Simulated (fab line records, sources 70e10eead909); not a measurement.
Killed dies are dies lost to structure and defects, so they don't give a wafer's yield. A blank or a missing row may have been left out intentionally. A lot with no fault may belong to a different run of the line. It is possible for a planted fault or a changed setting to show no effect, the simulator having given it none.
Which tool was responsible? + flow nandHarc + 72 wafers from 24 lots sampled at 6 of the route's 1159 steps

## WHAT THE GAUGES SHOWED, per wafer
No reading from a measuring or inspecting step in the record can be judged against a usual standard deviation.

## EACH LOT AND THE TOOL THAT RAN IT (in order: tool; ch and the chambers of the sampled wafers; start)
| lot  | NHARC_A_SLIT_DESCUM_14            | NHARC_A_WL_FILL_RTA_01          | NHARC_A_WL_FILL_ALD_10          | NHARC_A_WL_FILL_ETCHBACK_17      | NHARC_A_CONTACT_ETCH_51                      | NHARC_A_CONTACT_ETCH_117           |
|------|-----------------------------------|---------------------------------|---------------------------------|----------------------------------|----------------------------------------------|------------------------------------|
| L075 | rieDiel-03 ch 0,2, day 14 13:01   | rtpAnneal-01 ch 0, day 15 02:04 | aldHk-03 ch 0,1,2, day 15 16:55 | rieMetal-01 ch 0,1, day 15 20:45 | rieDiel-09 ch 1,3, day 16 21:51 or earlier   | harCapEtch-02 ch 1, day 16 21:51   |
| L074 | rieDiel-01 ch 0,1,3, day 14 13:19 | rtpAnneal-01 ch 0, day 15 01:54 | aldHk-01 ch 0,1,3, day 15 16:23 | rieMetal-02 ch 0,1, day 15 20:41 | rieDiel-11 ch 1,2,3, day 16 19:24 or earlier | harCapEtch-01 ch 0,1, day 16 19:24 |
| L077 | rieDiel-01 ch 0,1,3, day 14 18:25 | rtpAnneal-01 ch 0, day 15 05:55 | aldHk-02 ch 1,2, day 15 16:23   | rieMetal-03 ch 0,1, day 15 20:44 | rieDiel-09 ch 0,1,2, day 16 15:24 or earlier | harCapEtch-03 ch 0,1, day 16 15:24 |
| L078 | rieDiel-10 ch 0,2, day 15 00:58   | rtpAnneal-01 ch 0, day 15 12:31 | aldHk-02 ch 0,2,3, day 16 00:23 | rieMetal-03 ch 1, day 16 04:40   | rieDiel-11 ch 2,3, day 17 04:40 or earlier   | harCapEtch-03 ch 1, day 17 04:40   |
| L079 | rieDiel-03 ch 1,3, day 15 01:37   | rtpAnneal-02 ch 0, day 15 12:25 | aldHk-03 ch 1,2,3, day 15 22:14 | rieMetal-02 ch 0,1, day 16 03:05 | rieDiel-11 ch 0,2, day 16 23:19 or earlier   | harCapEtch-01 ch 0,1, day 16 23:19 |
| L076 | rieDiel-10 ch 0,1, day 15 03:09   | rtpAnneal-02 ch 0, day 15 12:32 | aldHk-01 ch 0,2,3, day 15 23:17 | rieMetal-01 ch 0,1, day 16 03:05 | rieDiel-06 ch 2,3, day 17 02:17 or earlier   | harCapEtch-01 ch 0,1, day 17 02:17 |
| L080 | rieDiel-01 ch 1,2,3, day 15 12:50 | rtpAnneal-02 ch 0, day 16 01:38 | aldHk-01 ch 0,2,3, day 16 12:11 | rieMetal-02 ch 0,1, day 16 16:33 | rieDiel-11 ch 0,2,3, day 17 14:29 or earlier | harCapEtch-03 ch 0,1, day 17 14:29 |
| L083 | rieDiel-03 ch 0,3, day 16 00:25   | rtpAnneal-02 ch 0, day 16 11:52 | aldHk-02 ch 1,2,3, day 17 02:11 | rieMetal-03 ch 0,1, day 17 07:02 | rieDiel-11 ch 0,2, day 18 02:44 or earlier   | harCapEtch-03 ch 0,1, day 18 02:44 |
| L081 | rieDiel-01 ch 0,2,3, day 16 00:43 | rtpAnneal-02 ch 0, day 16 11:58 | aldHk-03 ch 2,3, day 17 02:42   | rieMetal-01 ch 0,1, day 17 07:03 | rieDiel-09 ch 1,3, day 18 02:25 or earlier   | harCapEtch-01 ch 0,1, day 18 02:25 |
| L082 | rieDiel-01 ch 0,2,3, day 16 08:37 | rtpAnneal-02 ch 0, day 16 20:00 | aldHk-03 ch 0,1, day 17 09:00   | rieMetal-02 ch 0,1, day 17 13:47 | rieDiel-11 ch 1,2,3, day 18 07:47 or earlier | harCapEtch-01 ch 0,1, day 18 07:47 |
| L085 | rieDiel-10 ch 0,1, day 16 21:49   | rtpAnneal-02 ch 0, day 17 11:31 | aldHk-02 ch 2,3, day 17 21:27   | rieMetal-02 ch 0,1, day 18 02:16 | rieDiel-09 ch 1,2,3, day 18 19:22 or earlier | harCapEtch-01 ch 0,1, day 18 19:22 |
| L084 | rieDiel-01 ch 0,1, day 16 22:21   | rtpAnneal-01 ch 0, day 17 11:29 | aldHk-01 ch 1,2,3, day 17 21:13 | rieMetal-01 ch 0, day 18 02:01   | rieDiel-11 ch 0,2, day 18 19:40 or earlier   | harCapEtch-03 ch 0, day 18 19:40   |
| L087 | rieDiel-10 ch 0,3, day 17 09:12   | rtpAnneal-01 ch 0, day 17 21:00 | aldHk-03 ch 0,1,3, day 18 09:10 | rieMetal-01 ch 0,1, day 18 12:30 | rieDiel-11 ch 1,2, day 19 05:46 or earlier   | harCapEtch-02 ch 0,1, day 19 05:46 |
| L086 | rieDiel-01 ch 1,2, day 17 09:34   | rtpAnneal-01 ch 0, day 17 20:50 | aldHk-02 ch 1,2, day 18 07:35   | rieMetal-02 ch 0,1, day 18 12:27 | rieDiel-11 ch 0,1,3, day 19 06:50 or earlier | harCapEtch-01 ch 0,1, day 19 06:50 |
| L089 | rieDiel-10 ch 1,2, day 18 02:57   | rtpAnneal-02 ch 0, day 18 14:34 | aldHk-02 ch 0,2,3, day 19 02:26 | rieMetal-03 ch 0,1, day 19 07:14 | rieDiel-06 ch 2,3, day 20 02:19 or earlier   | harCapEtch-02 ch 0,1, day 20 02:19 |
| L090 | rieDiel-01 ch 0,1,3, day 18 03:06 | rtpAnneal-02 ch 0, day 18 14:55 | aldHk-01 ch 1,2,3, day 19 03:29 | rieMetal-02 ch 0,1, day 19 07:17 | rieDiel-11 ch 0,1,2, day 20 02:00 or earlier | harCapEtch-03 ch 0,1, day 20 02:00 |
| L088 | rieDiel-10 ch 0,1, day 18 18:22   | rtpAnneal-02 ch 0, day 19 05:47 | aldHk-03 ch 0,2,3, day 19 16:11 | rieMetal-01 ch 0,1, day 19 20:32 | rieDiel-06 ch 0,1, day 20 13:35 or earlier   | harCapEtch-02 ch 0,1, day 20 13:35 |
| L093 | rieDiel-03 ch 1,2, day 18 19:12   | rtpAnneal-01 ch 0, day 19 05:47 | aldHk-02 ch 0,1, day 19 18:20   | rieMetal-02 ch 0,1, day 19 23:14 | rieDiel-09 ch 0,1,3, day 20 19:03 or earlier | harCapEtch-01 ch 0,1, day 20 19:03 |
| L091 | rieDiel-10 ch 0,2,3, day 18 20:13 | rtpAnneal-01 ch 0, day 19 05:57 | aldHk-01 ch 0,1, day 19 15:40   | rieMetal-02 ch 0,1, day 19 20:32 | rieDiel-11 ch 0,3, day 20 14:44 or earlier   | harCapEtch-01 ch 0,1, day 20 14:44 |
| L092 | rieDiel-01 ch 0,1, day 18 21:14   | rtpAnneal-02 ch 0, day 19 09:08 | aldHk-03 ch 1,2, day 19 20:16   | rieMetal-01 ch 0,1, day 20 01:09 | rieDiel-11 ch 0,1, day 20 19:50 or earlier   | harCapEtch-03 ch 0,1, day 20 19:50 |
| L095 | rieDiel-01 ch 0,1,2, day 19 13:14 | rtpAnneal-02 ch 0, day 20 04:53 | aldHk-03 ch 1,3, day 20 20:44   | rieMetal-01 ch 0,1, day 21 01:38 | rieDiel-06 ch 1,2, day 21 23:34 or earlier   | harCapEtch-01 ch 0,1, day 21 23:34 |
| L096 | rieDiel-03 ch 1,2,3, day 19 13:58 | rtpAnneal-01 ch 0, day 20 05:02 | aldHk-02 ch 0,2,3, day 20 21:04 | rieMetal-03 ch 0,1, day 21 01:56 | rieDiel-09 ch 0,1,2, day 21 19:01 or earlier | harCapEtch-03 ch 0,1, day 21 19:01 |
| L094 | rieDiel-10 ch 0,1,2, day 19 14:07 | rtpAnneal-02 ch 0, day 20 05:01 | aldHk-01 ch 0,1,2, day 20 20:45 | rieMetal-02 ch 0,1, day 21 01:35 | rieDiel-06 ch 0,2,3, day 21 20:20 or earlier | harCapEtch-02 ch 0,1, day 21 20:20 |
| L097 | rieDiel-01 ch 1,2, day 20 01:45   | rtpAnneal-02 ch 0, day 20 13:19 | aldHk-03 ch 0,2,3, day 21 01:14 | rieMetal-01 ch 0,1, day 21 05:06 | rieDiel-11 ch 1,2, day 22 01:26 or earlier   | harCapEtch-03 ch 0,1, day 22 01:26 |
- NHARC_A_SLIT_DESCUM_14: chemistry O2, time 3 s.
- NHARC_A_WL_FILL_RTA_01: time 5 s.
- NHARC_A_WL_FILL_ALD_10: deposits SiO2, target thk 50 nm, pulse time 10 s, ald cycles 500.
- NHARC_A_WL_FILL_ETCHBACK_17: etches the open film in Cl2/BCl3, target depth 4 nm, time 26.7 s.
- NHARC_A_CONTACT_ETCH_51: etches the open film in O2/COS, target depth 3600 nm, time 936 s.
- NHARC_A_CONTACT_ETCH_117: etches the open film in C4F8/O2/Ar, time 94 s, target depth 922 nm.

## WHAT THE TOOLS THEMSELVES READ (means of the sampled wafers that have a number; where no wafer has one, the mark that the record gives instead)
NHARC_A_SLIT_DESCUM_14.
| lot  | tool       | drypumpMotorCurrentA (A) | oesProductAu (a.u.) | rfVppV (V) | showerheadPlenumPTorr (Torr) | throttleValvePct (%) |
|------|------------|--------------------------|---------------------|------------|------------------------------|----------------------|
| L075 | rieDiel-03 | 5.2                      | 1.009               | 57.6       | 1.89                         | 11.314               |
| L074 | rieDiel-01 | 5.4                      | 1.001               | 57.8       | 1.88                         | 11.308               |
| L077 | rieDiel-01 | 5.4                      | 1.004               | 57.9       | 1.88                         | 11.303               |
| L078 | rieDiel-10 | 5.6                      | 0.996               | 58.3       | 1.90                         | 11.315               |
| L079 | rieDiel-03 | 5.8                      | 0.997               | 57.3       | 1.84                         | 11.312               |
| L076 | rieDiel-10 | 5.2                      | 1.005               | 57.5       | 1.99                         | 11.312               |
| L080 | rieDiel-01 | 5.9                      | 0.999               | 58.7       | 1.87                         | 11.310               |
| L083 | rieDiel-03 | 5.6                      | 1.006               | 57.6       | 1.89                         | 11.308               |
| L081 | rieDiel-01 | 5.8                      | 1.007               | 57.0       | 1.91                         | 11.309               |
| L082 | rieDiel-01 | 5.8                      | 1.005               | 57.7       | 1.91                         | 11.309               |
| L085 | rieDiel-10 | 5.3                      | 1.019               | 57.6       | 1.94                         | 11.301               |
| L084 | rieDiel-01 | 5.2                      | 1.008               | 57.8       | 1.91                         | 11.309               |
| L087 | rieDiel-10 | 5.7                      | 0.994               | 57.1       | 1.90                         | 11.311               |
| L086 | rieDiel-01 | 6.2                      | 0.993               | 57.5       | 1.88                         | 11.323               |
| L089 | rieDiel-10 | 5.4                      | 1.009               | 58.2       | 2.00                         | 11.312               |
| L090 | rieDiel-01 | 5.4                      | 1.004               | 57.4       | 1.88                         | 11.308               |
| L088 | rieDiel-10 | 5.2                      | 1.008               | 57.8       | 1.98                         | 11.311               |
| L093 | rieDiel-03 | 5.6                      | 1.007               | 57.3       | 1.79                         | 11.316               |
| L091 | rieDiel-10 | 5.9                      | 1.002               | 58.4       | 1.91                         | 11.302               |
| L092 | rieDiel-01 | 5.3                      | 1.009               | 57.9       | 1.91                         | 11.306               |
| L095 | rieDiel-01 | 5.8                      | 1.004               | 58.0       | 1.90                         | 11.309               |
| L096 | rieDiel-03 | 5.5                      | 1.008               | 57.3       | 1.81                         | 11.312               |
| L094 | rieDiel-10 | 5.5                      | 1.002               | 58.2       | 1.95                         | 11.308               |
| L097 | rieDiel-01 | 5.9                      | 1.005               | 57.2       | 1.86                         | 11.310               |

NHARC_A_WL_FILL_RTA_01.
| lot  | tool         | lampPowerPct (%) | wafer_temp_C_max |
|------|--------------|------------------|------------------|
| L075 | rtpAnneal-01 | 33.3             | 1002.8           |
| L074 | rtpAnneal-01 | 33.3             | 1004.6           |
| L077 | rtpAnneal-01 | 33.4             | 1004.1           |
| L078 | rtpAnneal-01 | 33.4             | 1004.4           |
| L079 | rtpAnneal-02 | 35.8             | 1009.0           |
| L076 | rtpAnneal-02 | 35.8             | 1006.4           |
| L080 | rtpAnneal-02 | 35.8             | 1005.3           |
| L083 | rtpAnneal-02 | 35.8             | 1006.8           |
| L081 | rtpAnneal-02 | 35.8             | 1006.4           |
| L082 | rtpAnneal-02 | 35.8             | 1006.1           |
| L085 | rtpAnneal-02 | 35.8             | 1006.5           |
| L084 | rtpAnneal-01 | 33.3             | 1003.0           |
| L087 | rtpAnneal-01 | 33.4             | 1003.8           |
| L086 | rtpAnneal-01 | 33.3             | 1003.5           |
| L089 | rtpAnneal-02 | 35.8             | 1005.5           |
| L090 | rtpAnneal-02 | 35.8             | 1007.1           |
| L088 | rtpAnneal-02 | 35.7             | 1006.5           |
| L093 | rtpAnneal-01 | 33.3             | 1003.9           |
| L091 | rtpAnneal-01 | 33.3             | 1004.1           |
| L092 | rtpAnneal-02 | 35.8             | 1005.8           |
| L095 | rtpAnneal-02 | 35.8             | 1008.2           |
| L096 | rtpAnneal-01 | 33.3             | 1004.9           |
| L094 | rtpAnneal-02 | 35.8             | 1008.0           |
| L097 | rtpAnneal-02 | 35.7             | 1005.7           |

NHARC_A_WL_FILL_ALD_10.
| lot  | tool     | heaterPowerW (W) | precursorPulseHeightRel |
|------|----------|------------------|-------------------------|
| L075 | aldHk-03 | 496              | 1.010                   |
| L074 | aldHk-01 | 495              | 0.984                   |
| L077 | aldHk-02 | 451              | 1.004                   |
| L078 | aldHk-02 | 510              | 1.017                   |
| L079 | aldHk-03 | 491              | 0.989                   |
| L076 | aldHk-01 | 480              | 1.026                   |
| L080 | aldHk-01 | 482              | 0.998                   |
| L083 | aldHk-02 | 452              | 0.999                   |
| L081 | aldHk-03 | 430              | 1.008                   |
| L082 | aldHk-03 | 532              | 0.995                   |
| L085 | aldHk-02 | 473              | 1.021                   |
| L084 | aldHk-01 | 518              | 1.002                   |
| L087 | aldHk-03 | 513              | 0.998                   |
| L086 | aldHk-02 | 426              | 0.998                   |
| L089 | aldHk-02 | 516              | 0.988                   |
| L090 | aldHk-01 | 513              | 1.000                   |
| L088 | aldHk-03 | 457              | 1.015                   |
| L093 | aldHk-02 | 524              | 1.010                   |
| L091 | aldHk-01 | 460              | 1.015                   |
| L092 | aldHk-03 | 504              | 0.990                   |
| L095 | aldHk-03 | 545              | 1.009                   |
| L096 | aldHk-02 | 489              | 1.006                   |
| L094 | aldHk-01 | 451              | 0.998                   |
| L097 | aldHk-03 | 462              | 1.013                   |

NHARC_A_WL_FILL_ETCHBACK_17.
| lot  | tool        | drypumpMotorCurrentA (A) | oesProductAu (a.u.) |
|------|-------------|--------------------------|---------------------|
| L075 | rieMetal-01 | 5.71                     | 1.005               |
| L074 | rieMetal-02 | 5.50                     | 0.999               |
| L077 | rieMetal-03 | 5.84                     | 0.996               |
| L078 | rieMetal-03 | 5.92                     | 0.995               |
| L079 | rieMetal-02 | 5.46                     | 0.997               |
| L076 | rieMetal-01 | 5.48                     | 0.998               |
| L080 | rieMetal-02 | 5.47                     | 1.001               |
| L083 | rieMetal-03 | 5.78                     | 0.997               |
| L081 | rieMetal-01 | 5.50                     | 1.001               |
| L082 | rieMetal-02 | 5.50                     | 1.000               |
| L085 | rieMetal-02 | 5.43                     | 1.005               |
| L084 | rieMetal-01 | 5.28                     | 1.006               |
| L087 | rieMetal-01 | 5.70                     | 1.005               |
| L086 | rieMetal-02 | 5.47                     | 0.997               |
| L089 | rieMetal-03 | 5.85                     | 0.994               |
| L090 | rieMetal-02 | 5.44                     | 1.007               |
| L088 | rieMetal-01 | 5.48                     | 1.001               |
| L093 | rieMetal-02 | 5.44                     | 1.004               |
| L091 | rieMetal-02 | 5.50                     | 0.995               |
| L092 | rieMetal-01 | 5.50                     | 1.005               |
| L095 | rieMetal-01 | 5.69                     | 1.006               |
| L096 | rieMetal-03 | 5.85                     | 0.994               |
| L094 | rieMetal-02 | 5.47                     | 1.002               |
| L097 | rieMetal-01 | 5.69                     | 0.993               |

NHARC_A_CONTACT_ETCH_51.
| lot  | tool       | drypumpMotorCurrentA (A) | oesProductAu (a.u.) | rfVppV (V) | showerheadPlenumPTorr (Torr) | throttleValvePct (%) |
|------|------------|--------------------------|---------------------|------------|------------------------------|----------------------|
| L075 | rieDiel-09 | 6.0                      | 0.999               | 314.3      | 3.16                         | 28.340               |
| L074 | rieDiel-11 | 5.6                      | 0.996               | 315.4      | 3.26                         | 28.332               |
| L077 | rieDiel-09 | 5.6                      | 1.003               | 314.5      | 3.14                         | 28.326               |
| L078 | rieDiel-11 | 5.5                      | 0.993               | 316.3      | 3.26                         | 28.336               |
| L079 | rieDiel-11 | 5.2                      | 0.992               | 312.5      | 3.04                         | 28.324               |
| L076 | rieDiel-06 | 5.4                      | 1.014               | 315.1      | 3.16                         | 28.338               |
| L080 | rieDiel-11 | 5.4                      | 0.993               | 314.0      | 3.16                         | 28.340               |
| L083 | rieDiel-11 | 5.3                      | 0.993               | 314.3      | 3.13                         | 28.328               |
| L081 | rieDiel-09 | 6.2                      | 1.002               | 315.1      | 3.15                         | 28.332               |
| L082 | rieDiel-11 | 5.6                      | 0.998               | 316.0      | 3.26                         | 28.327               |
| L085 | rieDiel-09 | 6.1                      | 1.002               | 315.1      | 3.15                         | 28.335               |
| L084 | rieDiel-11 | 5.2                      | 1.001               | 313.1      | 3.04                         | 28.336               |
| L087 | rieDiel-11 | 5.5                      | 1.003               | 315.7      | 3.23                         | 28.320               |
| L086 | rieDiel-11 | 5.5                      | 1.002               | 315.3      | 3.16                         | 28.332               |
| L089 | rieDiel-06 | 5.7                      | 1.003               | 315.0      | 3.14                         | 28.335               |
| L090 | rieDiel-11 | 5.4                      | 1.005               | 315.0      | 3.13                         | 28.333               |
| L088 | rieDiel-06 | 5.8                      | 0.982               | 315.7      | 3.24                         | 28.334               |
| L093 | rieDiel-09 | 5.7                      | 0.993               | 313.3      | 3.12                         | 28.327               |
| L091 | rieDiel-11 | 5.4                      | 1.010               | 314.6      | 3.19                         | 28.333               |
| L092 | rieDiel-11 | 5.5                      | 0.996               | 314.7      | 3.12                         | 28.329               |
| L095 | rieDiel-06 | 5.3                      | 0.993               | 314.1      | 3.10                         | 28.332               |
| L096 | rieDiel-09 | 5.6                      | 0.994               | 313.8      | 3.12                         | 28.325               |
| L094 | rieDiel-06 | 5.6                      | 0.992               | 315.4      | 3.21                         | 28.321               |
| L097 | rieDiel-11 | 5.5                      | 0.998               | 315.6      | 3.23                         | 28.324               |

## THE ANSWER, worked out from the rows above alone
Rule: what is usual is taken from the lots themselves. Put in order of their means at a reading, lots are off if they are a third of the lots or fewer, leave a main group of 4 or more, and stand apart from it by a gap of 3 or more times the standard deviation of the main group's means; of several such gaps the widest counts. A main group is skipped when, at the precision printed for the reading in the tables above, its means are all equal. A lot without any number at a reading at which 4 lots or more have one is off too. All remaining lots with rows at the step are treated as sound. After the gauges, taken in route order, come the tools' own readings; for these a lot's mean is taken, as printed above. At the first step where some lot is off, the reading lying furthest off is the one used; lots without a number count as furthest.
Nothing can be told from this: no lot is off at any reading shown.

## WHAT THE SIMULATOR PUT IN
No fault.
